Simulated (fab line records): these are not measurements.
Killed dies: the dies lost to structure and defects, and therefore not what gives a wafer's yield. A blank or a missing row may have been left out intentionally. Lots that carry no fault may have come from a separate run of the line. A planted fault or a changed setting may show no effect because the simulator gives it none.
Matching of chambers ; flow n5-finfet ; N5_MOL_CONTACT_COAG_ETCH_110 on rie-diel-04 has 4 sister chambers
The step etches Si in CF4/O2, target depth 2.5 nm, time 8 s. 30 wafers are shown with their chamber, then 12 later ones without.

EACH WAFER AND ITS CHAMBER
wafer;chamber;throttle-valve-pct (%);drypump-motor-current-A (A);oes-product-au (a.u.)
L074.2;1;10.37;6.2;0.93
L074.3;3;10.70;5.6;0.90
L074.4;2;10.99;5.8;0.73
L075.1;3;10.72;5.6;0.90
L075.3;0;10.69;5.5;0.76
L075.5;3;10.73;5.6;0.91
L081.1;2;11.06;5.9;0.71
L081.2;1;10.43;6.1;0.91
L081.3;0;10.74;5.5;0.75
L082.1;0;10.75;5.5;0.76
L082.3;2;11.05;5.9;0.71
L082.6;3;10.77;5.7;0.89
L083.2;2;11.07;5.8;0.71
L083.5;3;10.78;5.7;0.89
L083.6;2;11.07;5.8;0.71
L084.3;1;10.43;6.2;0.89
L084.5;2;11.10;5.9;0.70
L084.6;1;10.43;6.2;0.88
L085.1;1;10.43;6.1;0.89
L085.2;3;10.79;5.6;0.86
L085.5;3;10.80;5.6;0.87
L087.2;1;10.47;6.1;0.88
L087.3;2;11.09;5.8;0.70
L087.4;0;10.76;5.5;0.75
L088.2;1;10.45;6.1;0.88
L088.5;3;10.81;5.7;0.86
L088.6;2;11.13;5.9;0.70
L090.1;0;10.75;5.5;0.74
L090.2;3;10.81;5.7;0.86
L090.3;1;10.48;6.1;0.88

SIGNATURES (averages over the wafers above)
reading;chamber 0;chamber 1;chamber 2;chamber 3;scatter within a chamber
throttle-valve-pct;10.7380;10.4362;11.0700;10.7678;0.0373
drypump-motor-current-A;5.500;6.138;5.850;5.644;0.0484
oes-product-au;0.7520;0.8925;0.7087;0.8822;0.0158
Rule: for a wafer and a chamber, the distance is found by dividing, reading by reading, the gap between the wafer's reading and the chamber's mean by the reading's scatter, squaring, summing and taking the root. The wafer belongs to the nearest chamber; if the next one is less than 2 further off, it can't be placed. The scatter: take each reading less its chamber's mean, square it, sum over the shown wafers, divide by the number of wafers less the number of chambers, and take the root.

WAFERS MISSING THEIR CHAMBER
wafer;throttle-valve-pct (%);drypump-motor-current-A (A);oes-product-au (a.u.)
L091.2;10.85;5.7;0.85
L091.4;10.79;5.5;0.74
L091.5;10.78;5.5;0.74
L092.1;11.13;5.8;0.69
L092.4;10.77;5.5;0.74
L092.6;10.79;5.5;0.73
L094.1;10.81;5.5;0.74
L094.2;10.47;6.1;0.85
L094.5;10.49;6.1;0.85
L095.2;10.85;5.6;0.85
L095.3;10.49;6.1;0.86
L095.5;11.15;5.8;0.69

CHAMBER TAKEN BY EACH
wafer;from the rows above;in truth
L091.2;3;3
L091.4;0;0
L091.5;0;0
L092.1;2;2
L092.4;0;0
L092.6;0;0
L094.1;0;0
L094.2;1;1
L094.5;1;1
L095.2;3;3
L095.3;1;1
L095.5;2;2
Placed correctly: 12 of 12. Left unplaced by these rows: 0. Placed wrongly: 0.
